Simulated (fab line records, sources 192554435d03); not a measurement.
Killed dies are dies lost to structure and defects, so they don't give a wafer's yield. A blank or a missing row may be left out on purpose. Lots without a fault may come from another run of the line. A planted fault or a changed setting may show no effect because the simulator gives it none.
fab line records | flow n5_finfet
record lots=8 wafers=22 last_day=18
route steps=1938 shown MOL_CONTACT_COAG@577 BEOL_M4@1111 PASSIVATION@1936
lots that met no fault: from a run of the same line without faults
start_h: hours from the record's first day to the start of the lot's first wafer shown | wait_h: hours since the lot's step before | " the same as in the row above | L1.1+2: a row that stands for several wafers | - no value, or no start given | * or withheld: withheld | < > ~ a bound
route shown NAME@n: a module of which the file shows steps, and the number in the route of the first | usual: mean/standard deviation of fault-free wafers | same: alike in all rows | chamber/n: place in a boat | sites: the reading at each site | _std_site: their standard deviation | _edge_site: outer sites' mean less inner sites' | radius_mm: how far each site lies from the wafer's centre | mask NAME#n: copy n | behind: the tool/chamber that last shaped the wafer | hold: why the lot was held/for how many hours/how that ended | device: the transistor (n, p or np) that didn't switch | end of line: the same wafers' tests at the end of the route | a step without rows: its recipe alone | killed: dies lost to structure and defects at the first sort, not the wafer's yield | map: a wafer's dies, x killed, . not, _ none there
set.NAME: the setting as run; set.NAME@STEP: as run at that earlier step | model.NAME: the simulator's own value behind a step, which no gauge read
steps of the route over a sample of lots; a table a step, a row a wafer
services: from which hour (start_h, from the record's first day; less than 0 if before it) a tool's chamber was out of use, for how many hours, and why
## steps
# step N5_MOL_CONTACT_COAG_ETCH_89
# recipe chemistry=N2/H2 target=underlayer target_depth_a=130 mask_material=CAR-EUV time_s=10.4 ion_energy_ev=200 pressure_mtorr=30 source_w=840 bias_w=150 n2_flow_sccm=200 h2_flow_sccm=200 ends=cleared
# usual drypump_motor_current_A=6.0/0.36 etch_rf_on_time_s=10.44/0.14 oes_product_au=0.67/0.081 rf_vpp_V=523.8/2.2 showerhead_plenum_p_Torr=2.54/0.069 throttle_valve_pct=17.92/0.3
# columns lot.wafer tool chamber start_h wait_h drypump_motor_current_A etch_rf_on_time_s oes_product_au rf_hours_counter_h rf_vpp_V showerhead_plenum_p_Torr throttle_valve_pct
L265.2 rie_diel-05 3 118.38 0.0 6.3 10.58 0.62 189 526.3 2.63 18.26
L265.3 " 2 " " 6.3 10.31 0.71 57 522.2 2.48 17.59
L265.5 " 2 " " 6.3 10.33 0.71 - 520.4 2.48 17.60
L268.2 rie_diel-03 2 130.79 0.0 5.5 10.50 0.60 209 525.4 2.62 18.40
L268.3 " 3 " " 6.3 10.38 0.70 88 524.8 2.57 17.69
L268.4 " 3 " " 6.3 10.34 0.70 - 525.8 2.57 17.69
L276.1 rie_diel-05 2 186.42 0.0 6.3 10.29 0.70 84 521.8 2.47 17.64
L276.3 " 0 " " 6.1 10.41 0.71 77 521.4 2.47 17.69
L276.5 " 2 " " 6.3 10.26 0.69 - 522.2 2.47 17.64
L278.3 rie_diel-04 0 194.05 0.0 5.4 10.12 0.87 1 526.1 2.61 17.56
L278.4 " 2 " " 5.4 10.24 0.82 - 522.7 2.48 17.40
L281.1 rie_diel-04 1 209.88 0.0 6.0 10.56 0.58 203 524.4 2.53 17.94
L281.5 " 1 " " 6.1 10.61 0.58 - 524.2 2.53 17.96
L282.2 rie_diel-04 2 217.09 0.0 5.4 10.35 0.80 18 521.6 2.48 17.40
L282.3 " 3 " " 6.4 10.31 0.82 5 529.7 2.71 17.82
L282.4 " 0 " " 5.4 10.25 0.82 11 526.9 2.61 17.58
L284.1 rie_diel-03 2 231.86 0.0 5.5 10.53 0.58 246 526.0 2.61 18.46
L284.3 " 3 " " 6.3 10.53 0.67 126 524.4 2.55 17.75
L284.5 " 2 " " 5.5 10.55 0.57 - 525.1 2.61 18.45
L285.2 rie_diel-05 3 236.21 0.0 6.3 10.49 0.60 229 526.3 2.62 18.33
L285.3 " 1 " " 6.3 10.38 0.76 14 522.9 2.49 17.82
L285.5 " 3 " " 6.2 10.53 0.60 - 526.1 2.62 18.33
# step N5_MOL_CONTACT_COAG_VIA_ETCH_46
# recipe chemistry=C4F6/O2 target_depth_a=460 overetch_a=92 mask_material=SOC target=SiO2 bias_w=455 pressure_mtorr=10 time_s=40 source_w=325 Ar_flow_sccm=300 C4F6_flow_sccm=10 O2_flow_sccm=10 ion_energy_ev=575.3 ends=end_point
# usual O2_flow_sccm=9.999/0.03 drypump_motor_current_A=6.0/0.4 oes_product_au=0.70/0.086 rf_vpp_V=1589/19 showerhead_plenum_p_Torr=2.85/0.072 throttle_valve_pct=40.98/0.24
# columns lot.wafer tool chamber start_h wait_h O2_flow_sccm drypump_motor_current_A oes_product_au rf_hours_counter_h rf_vpp_V showerhead_plenum_p_Torr throttle_valve_pct
L265.2 rie_diel-05 2 119.02 0.0 9.962 6.3 0.73 58 1563 2.77 40.67
L265.3 " 0 " " 9.969 6.0 0.76 51 1597 2.78 40.96
L265.5 " 0 " " 10.003 6.0 0.77 - 1597 2.78 40.96
L268.2 rie_diel-03 3 131.30 0.0 10.041 6.3 0.73 89 1605 2.87 40.86
L268.3 " 2 " " 9.957 5.4 0.63 209 1617 2.92 41.19
L268.4 " 2 " " 9.989 5.5 0.63 - 1617 2.92 41.19
L276.1 rie_diel-04 2 187.19 0.0 9.995 5.4 0.84 7 1561 2.79 40.47
L276.3 " 1 " " 9.996 6.0 0.62 194 1581 2.82 40.90
L276.5 " 3 " " 9.961 6.4 0.61 - 1563 2.68 41.24
L278.3 rie_diel-05 3 194.66 0.0 9.950 6.2 0.62 - 1613 2.92 41.33
L278.4 " 2 " " 9.946 6.3 0.71 - 1561 2.76 40.69
L281.1 rie_diel-04 0 210.33 0.0 9.961 5.4 0.84 9 1608 2.91 40.86
L281.5 " 0 " " 9.924 5.4 0.83 - 1608 2.91 40.88
L282.2 rie_diel-04 3 217.53 0.0 10.006 6.4 0.83 5 1589 3.02 41.01
L282.3 " 0 " " 10.024 5.4 0.84 11 1608 2.91 40.85
L282.4 " 1 " " 10.008 6.0 0.61 205 1578 2.81 40.91
L284.1 rie_diel-05 3 232.39 0.0 9.996 6.2 0.62 227 1615 2.92 41.33
L284.3 " 2 " " 9.985 6.3 0.69 102 1560 2.75 40.70
L284.5 " 2 " " 9.993 6.3 0.69 - 1562 2.75 40.69
L285.2 rie_diel-04 2 236.65 0.0 9.976 5.3 0.82 24 1560 2.79 40.46
L285.3 " 0 " " 9.986 5.4 0.83 18 1607 2.91 40.88
L285.5 " 1 " " 9.973 6.1 0.62 - 1580 2.81 40.92
# step N5_MOL_CONTACT_COAG_ETCH_67
# recipe chemistry=N2/H2 target=SOC target_depth_a=600 overetch_a=210 mask_material=SiARC temp_c=40 time_s=101.2 ion_energy_ev=200 pressure_mtorr=30 source_w=840 bias_w=150 n2_flow_sccm=200 h2_flow_sccm=200
# usual drypump_motor_current_A=6.0/0.38 oes_product_au=0.66/0.075 rf_vpp_V=523.9/2.1 showerhead_plenum_p_Torr=2.55/0.068 throttle_valve_pct=17.92/0.29
# columns lot.wafer tool chamber start_h wait_h drypump_motor_current_A oes_product_au rf_hours_counter_h rf_vpp_V showerhead_plenum_p_Torr throttle_valve_pct
L265.2 rie_diel-05 3 120.74 0.0 6.2 0.61 189 528.0 2.63 18.24
L265.3 " 1 " " 6.2 0.59 230 524.9 2.51 18.15
L265.5 " 0 " " 6.1 0.72 - 520.2 2.48 17.63
L268.2 rie_diel-05 3 132.67 0.0 6.2 0.61 193 524.9 2.63 18.24
L268.3 " 0 " " 6.0 0.72 56 521.2 2.48 17.61
L268.4 " 1 " " 6.2 0.59 235 521.0 2.50 18.15
L276.1 rie_diel-05 3 189.51 0.0 6.2 0.59 216 526.5 2.62 18.29
L276.3 " 3 " " 6.2 0.55 - 525.2 2.62 18.27
L276.5 " 3 " " 6.2 0.55 - 526.3 2.62 18.29
L278.3 rie_diel-05 3 195.89 0.1 6.2 0.54 - 524.7 2.62 18.28
L278.4 " 2 " " 6.3 0.67 - 521.1 2.47 17.61
L281.1 rie_diel-05 0 211.59 0.0 6.1 0.68 86 521.4 2.47 17.66
L281.5 " 2 " " 6.3 0.61 - 522.3 2.46 17.61
L282.2 rie_diel-04 2 219.64 0.0 5.4 0.77 19 522.3 2.48 17.36
L282.3 " 1 " " 6.0 0.57 206 520.7 2.53 17.91
L282.4 " 3 " " 6.4 0.79 6 528.5 2.71 17.83
L284.1 rie_diel-04 2 233.77 0.0 5.3 0.76 23 523.2 2.48 17.38
L284.3 " 1 " " 6.1 0.57 211 523.7 2.53 17.93
L284.5 " 1 " " 6.0 0.57 - 522.4 2.53 17.92
L285.2 rie_diel-03 2 237.98 0.0 5.5 0.57 248 525.3 2.61 18.43
L285.3 " 0 " " 5.7 0.68 88 525.3 2.57 18.10
L285.5 " 2 " " 5.5 0.57 - 525.3 2.61 18.44
# step N5_MOL_CONTACT_COAG_VIA_ETCH_117
# recipe chemistry=C4F6/O2 target_depth_a=400 overetch_a=80 mask_material=SOC target=SiO2 bias_w=455 pressure_mtorr=10 time_s=26 source_w=325 Ar_flow_sccm=300 C4F6_flow_sccm=10 O2_flow_sccm=10 ion_energy_ev=575.3 ends=end_point
# usual O2_flow_sccm=10.00/0.032 drypump_motor_current_A=6.0/0.38 oes_product_au=0.70/0.076 rf_vpp_V=1591/19 showerhead_plenum_p_Torr=2.84/0.071 throttle_valve_pct=41.17/0.24
# columns lot.wafer tool chamber start_h wait_h O2_flow_sccm drypump_motor_current_A oes_product_au rf_hours_counter_h rf_vpp_V showerhead_plenum_p_Torr throttle_valve_pct
L265.2 rie_diel-05 3 120.87 0.0 10.01 6.2 0.66 189 1615 2.94 41.49
L265.3 " 1 " " 10.02 6.2 0.64 230 1601 2.81 41.15
L265.5 " 0 " " 9.99 6.1 0.77 - 1597 2.78 41.14
L268.2 rie_diel-05 3 132.80 0.0 10.04 6.2 0.65 193 1616 2.94 41.50
L268.3 " 0 " " 10.03 6.1 0.76 56 1597 2.78 41.16
L268.4 " 1 " " 9.97 6.2 0.64 235 1602 2.80 41.17
L276.1 rie_diel-05 3 189.70 0.0 9.90 6.2 0.64 216 1614 2.92 41.52
L276.3 " 3 " " 9.98 6.2 0.27 - 1614 2.92 40.91
L276.5 " 3 " " 9.98 6.2 0.26 - 1613 2.93 40.90
L278.3 rie_diel-05 3 196.05 0.0 9.99 6.2 0.27 - 1613 2.92 40.91
L278.4 " 2 " " 9.96 6.3 0.71 - 1563 2.76 40.85
L281.1 rie_diel-05 0 211.71 0.0 10.02 6.0 0.73 86 1597 2.76 41.16
L281.5 " 2 " " 10.01 6.3 0.30 - 1562 2.76 40.28
L282.2 rie_diel-04 2 219.77 0.0 10.04 5.3 0.82 19 1562 2.79 40.64
L282.3 " 1 " " 10.03 6.0 0.62 206 1580 2.81 41.09
L282.4 " 3 " " 10.00 6.3 0.84 6 1589 3.02 41.17
L284.1 rie_diel-04 2 233.89 0.0 9.98 5.3 0.81 23 1561 2.79 40.62
L284.3 " 1 " " 9.98 6.1 0.61 211 1579 2.81 41.08
L284.5 " 1 " " 10.01 6.0 0.61 - 1579 2.81 41.07
L285.2 rie_diel-03 2 238.10 0.0 10.05 5.5 0.62 248 1615 2.91 41.38
L285.3 " 0 " " 10.00 5.8 0.73 88 1573 2.86 41.46
L285.5 " 2 " " 9.97 5.5 0.61 - 1615 2.91 41.39
# step N5_MOL_CONTACT_COAG_STRIP_49
# recipe chemistry=N2/H2 time_s=30 power_w=1000 temp_c=250 pressure_mtorr=withheld n2_flow_sccm=1750 h2_flow_sccm=3250
# usual drypump_motor_current_A=5.56/0.18 heater_power_w=346/26
# columns lot.wafer tool chamber start_h wait_h drypump_motor_current_A heater_power_w rf_hours_counter_h
L265.2 plasma_asher-02 1 121.07 - 5.73 342 48
L265.3 " 1 " " 5.72 343 -
L265.5 " 0 " " 5.36 342 -
L268.2 plasma_asher-02 1 133.00 - 5.73 339 51
L268.3 " 0 " " 5.37 334 -
L268.4 " 1 " " 5.74 341 -
L276.1 plasma_asher-01 0 189.99 - 5.35 325 114
L276.3 " 0 " " 5.40 316 -
L276.5 " 1 " " 5.75 386 -
L278.3 plasma_asher-02 0 196.35 - 5.39 335 -
L278.4 " 1 " " 5.76 341 -
L281.1 plasma_asher-02 0 211.92 - 5.38 341 66
L281.5 " 1 " " 5.74 326 -
L282.2 plasma_asher-02 1 219.99 - 5.76 337 67
L282.3 " 1 " " 5.74 342 -
L282.4 " 0 " " 5.37 340 -
L284.1 plasma_asher-01 1 234.09 - 5.76 396 121
L284.3 " 0 " " 5.42 312 -
L284.5 " 0 " " 5.40 314 -
L285.2 plasma_asher-01 1 238.30 - 5.73 394 122
L285.3 " 0 " " 5.36 323 -
L285.5 " 0 " " 5.39 323 -
# step N5_MOL_CONTACT_COAG_CD_MEAS_101
# recipe target_cd_nm=16
# usual cd_nm=16.01/0.27
# columns lot.wafer tool chamber start_h wait_h cd_nm
L265.2 cd_sem-03 - 121.24 0.0 16.22
L265.3 " - " " 16.10
L265.5 " - " " 15.80
L268.2 cd_sem-02 - 133.15 0.0 15.56
L268.3 " - " " 15.71
L268.4 " - " " 15.83
L276.1 cd_sem-01 - 190.14 0.0 15.70
L276.3 " - " " 14.99
L276.5 " - " " 15.12
L278.3 cd_sem-03 - 196.48 0.0 15.02
L278.4 " - " " 16.39
L281.1 cd_sem-03 - 212.07 0.0 16.27
L281.5 " - " " 15.37
L282.2 cd_sem-01 - 220.14 0.0 15.97
L282.3 " - " " 15.64
L282.4 " - " " 16.01
L284.1 cd_sem-01 - 234.24 0.0 16.11
L284.3 " - " " 15.92
L284.5 " - " " 15.90
L285.2 cd_sem-03 - 238.45 0.0 15.54
L285.3 " - " " 16.15
L285.5 " - " " 15.95
# step N5_BEOL_M4_RC_MEAS_101
# usual DIBL_N=36.5/1.4 DIBL_P=36.9/1.7 IOFF_N=0.163/0.023 IOFF_P=0.22/0.032 ION_N=673/9 ION_P=462/7.5 SS_N=71.6/0.54 SS_P=73.4/0.62 VT_N=249.8/2.8 VT_P=-250/3.5
# columns lot.wafer tool chamber start_h wait_h DIBL_N[mV/V] DIBL_P[mV/V] IOFF_N[nA/um] IOFF_P[nA/um] ION_N[uA/um] ION_P[uA/um] SS_N[mV/dec] SS_P[mV/dec] VT_N[mV] VT_P[mV]
L265.2 prober-01 0 186.04 0.2 36.1 37.5 0.159 0.23 674 469 71.1 73.0 248.9 -247
L265.3 " 0 " " 37.7 39.1 0.190 0.27 678 469 71.6 73.6 249.7 -248
L265.5 " 0 " " 35.5 36.7 0.152 0.22 677 471 71.4 73.6 253.0 -252
L268.2 prober-01 0 197.64 0.2 35.7 35.3 0.135 0.19 663 459 71.3 73.8 253.6 -253
L268.3 " 0 " " 37.9 38.6 0.182 0.24 680 464 71.5 74.6 247.2 -248
L268.4 " 0 " " 37.6 37.6 0.172 0.22 689 470 71.0 74.1 249.3 -251
L276.1 prober-02 0 258.78 0.0 36.8 37.7 0.165 0.23 676 463 71.1 74.2 250.1 -249
L278.4 prober-02 0 273.21 0.5 35.6 35.4 0.148 0.19 676 460 71.3 73.3 250.4 -252
L281.1 prober-01 0 277.93 0.0 33.6 35.0 0.123 0.19 658 461 70.9 72.6 255.1 -251
L282.2 prober-02 0 282.28 0.2 37.8 39.6 0.191 0.22 679 457 71.9 74.2 247.5 -252
L282.3 " 0 " " 35.1 36.1 0.142 0.17 671 448 71.0 73.7 251.1 -258
L282.4 " 0 " " 34.4 35.9 0.128 0.17 656 454 70.8 73.8 255.7 -254
L285.2 prober-02 0 303.82 0.2 37.3 36.0 0.184 0.25 675 464 71.8 73.7 246.7 -246
L285.3 " 0 " " 38.3 37.0 0.213 0.29 673 460 71.7 74.9 245.4 -246
L285.5 " 0 " " 37.7 35.6 0.183 0.25 673 462 72.7 74.1 249.9 -247
L284.1 prober-02 0 309.87 0.0 37.4 36.8 0.154 0.21 669 464 71.8 73.0 251.2 -249
L284.3 " 0 " " 35.0 33.4 0.117 0.16 668 456 71.4 72.8 254.7 -253
L284.5 " 0 " " 37.4 36.2 0.156 0.20 664 455 71.9 73.4 252.8 -249
# step N5_PASSIVATION_PROBE_49
# usual defect_limited_yield=91.2/1.4 killed_at_M0_to_M3=35/11 killed_at_M4_up=12/4.2 killed_at_contacts=13/5.6 killed_at_front_end=40/12 killed_at_other=3.3/2.6 killed_dies=103/17 killed_on_rim=14/4.5 killed_open=68/12 killed_short=34/7.6 sort_bin_5_function=5.1/0.95 sort_bin_6_memory=3.3/0.68 sort_n_pass=1077/17 sort_yield_pct=91.2/1.4
# same gross_dies=1180 killed_at_back_side=0 sort_bin_4_leakage[%]=0 sort_bin_8_speed[%]=0
# columns lot.wafer tool chamber start_h wait_h defect_limited_yield[%] killed_at_M0_to_M3 killed_at_M4_up killed_at_contacts killed_at_front_end killed_at_other killed_dies killed_on_rim killed_open killed_short sort_bin_5_function[%] sort_bin_6_memory[%] sort_n_pass sort_yield_pct[%]
L276.1 prober-02 - 355.75 0.0 89.3 44 19 11 50 2 126 20 84 39 5.7 4.7 1054 89.3
L276.3 prober-02 - 355.85 0.1 0 38 7 1075 55 5 1180 152 80 35 96.1 3.6 0 0
L276.5 prober-02 - 355.95 0.2 0 22 15 1078 60 5 1180 152 82 36 96.6 3.0 0 0
L278.3 prober-02 - 374.84 0.1 0 45 14 1089 31 1 1180 152 74 37 95.5 4.4 0 0
L278.4 prober-02 - 374.89 0.2 90.3 59 13 12 29 2 115 18 74 37 6.0 3.0 1065 90.3
L281.1 prober-02 - 376.71 0.0 90.8 46 12 4 46 1 109 11 75 34 5.9 3.2 1071 90.8
L281.5 prober-02 - 376.91 0.2 0 29 14 1088 45 4 1180 152 73 25 96.9 2.9 0 0
# killed by level:class
L276.1 FIN_SAQP:geometric_particle:open=13 BEOL_M0_SAQP:geometric_particle:open=12 BEOL_M1:geometric_particle:open=11 STI_FIN_REVEAL:geometric_particle:open=8 MOL_CONTACT_COAG:geometric_particle:open=8 BEOL_M0_SAQP:geometric_particle:short=6 FIN_CUT:geometric_particle:short=5 BEOL_M3:geometric_particle:open=5
L276.3 MOL_CONTACT_COAG:area_etch=1063 FIN_SAQP:geometric_particle:open=19 MOL_CONTACT_COAG:geometric_particle:open=11 FIN_SAQP:geometric_particle:short=9 BEOL_M1:geometric_particle:open=9 BEOL_M2:geometric_particle:open=8 GATE_CUT:geometric_particle:short=6 BEOL_M0_SAQP:geometric_particle:open=6
L276.5 MOL_CONTACT_COAG:area_etch=1061 FIN_SAQP:geometric_particle:open=16 MOL_CONTACT_COAG:geometric_particle:open=14 FIN_SAQP:geometric_particle:short=10 STI_FIN_REVEAL:geometric_particle:open=8 BEOL_M0_SAQP:geometric_particle:open=8 GATE_CUT:geometric_particle:short=6 BEOL_M5:geometric_particle:open=5
L278.3 MOL_CONTACT_COAG:area_etch=1069 MOL_CONTACT_COAG:geometric_particle:open=17 BEOL_M0_SAQP:geometric_particle:open=16 BEOL_M0_SAQP:geometric_particle:short=13 BEOL_M1:geometric_particle:open=9 GATE_CUT:geometric_particle:short=7 BEOL_M6:geometric_particle:open=7 STI_FIN_REVEAL:geometric_particle:open=6
L278.4 BEOL_M0_SAQP:geometric_particle:short=17 BEOL_M0_SAQP:geometric_particle:open=16 BEOL_M1:geometric_particle:open=13 MOL_CONTACT_COAG:geometric_particle:open=8 STI_FIN_REVEAL:geometric_particle:open=5 BEOL_M1:geometric_particle:short=5 BEOL_M8:geometric_particle:open=5 DUMMY_GATE:geometric_particle:open=4
L281.1 FIN_SAQP:geometric_particle:open=18 BEOL_M1:geometric_particle:open=13 BEOL_M0_SAQP:geometric_particle:short=12 BEOL_M0_SAQP:geometric_particle:open=9 FIN_SAQP:geometric_particle:short=6 BEOL_M2:geometric_particle:open=6 BEOL_M4:geometric_particle:open=5 MOL_CONTACT_COAG:geometric_particle:open=4
L281.5 MOL_CONTACT_COAG:area_etch=1082 FIN_SAQP:geometric_particle:open=13 STI_FIN_REVEAL:geometric_particle:open=12 BEOL_M1:geometric_particle:open=7 BEOL_M4:geometric_particle:open=7 DUMMY_GATE:geometric_particle:open=6 MOL_CONTACT_COAG:geometric_particle:open=5 BEOL_M0_SAQP:geometric_particle:open=5
## services
# columns tool chamber start_h hours kind
rie_diel-04 - 94.95 0.9 repair
rie_diel-03 1 123.06 - clean
rie_diel-04 2 149.43 - clean
rie_diel-04 2 149.43 - consumable_replace:focus_ring
rie_diel-04 2 149.43 24.1 scheduled_down
rie_diel-04 2 149.43 24.1 vent_cycle
rie_diel-04 0 154.52 2.4 repair
rie_diel-04 0 161.59 5.3 repair
rie_diel-03 1 165.50 5.0 repair
rie_diel-04 0 173.53 - clean
rie_diel-04 0 173.53 - consumable_replace:focus_ring
rie_diel-04 0 173.53 14.9 scheduled_down
rie_diel-04 0 173.53 14.9 vent_cycle
rie_diel-05 1 177.38 - clean
rie_diel-05 1 177.38 - consumable_replace:focus_ring
rie_diel-05 1 177.38 21.6 scheduled_down
rie_diel-05 1 177.38 21.6 vent_cycle
rie_diel-04 3 188.51 - clean
rie_diel-04 3 188.51 - consumable_replace:focus_ring
rie_diel-04 3 188.51 - consumable_replace:showerhead
rie_diel-04 3 188.51 14.8 scheduled_down
rie_diel-04 3 188.51 14.8 vent_cycle
rie_diel-05 3 202.56 13.1 repair
plasma_asher-01 - 219.00 2.8 pm
## key
first_sign step=N5_MOL_CONTACT_COAG_VIA_ETCH_117 reading=oes_product_au direction=down sigmas=5.7 usual=0.70 struck=0.27
effect step=N5_MOL_CONTACT_COAG_CD_MEAS_101 reading=cd_nm direction=down sigmas=3.3 usual=16.01 struck=15.12
effect step=N5_PASSIVATION_PROBE_49 reading=killed_at_contacts direction=up sigmas=99+ usual=13 struck=1082
more_kills_born_at N5_MOL_CONTACT_COAG_ETCH_67@rie_diel-05=4275
met_at N5_MOL_CONTACT_COAG_ETCH_67
struck_lots L276,L278,L281
struck_wafers L276.3,L276.5,L278.3,L281.5
later_rows_left_out L276.3,L276.5,L278.3,L281.5
not_acting_at N5_MOL_CONTACT_COAG_ETCH_89,N5_MOL_CONTACT_COAG_VIA_ETCH_46,N5_MOL_CONTACT_COAG_STRIP_49
onset_between 132.67 189.51
fault kind=process_parameter_drift tool=rie_diel-05 chamber=- onset_h=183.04 steps=N5_MOL_CONTACT_COAG_ETCH_67 channel=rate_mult offset=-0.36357 shape=step end_h=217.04 scope=struck_wafers_only
# later_rows_left_out: the simulator's readings of these wafers behind a module that went badly wrong aren't trusted and aren't shown, but for the sort
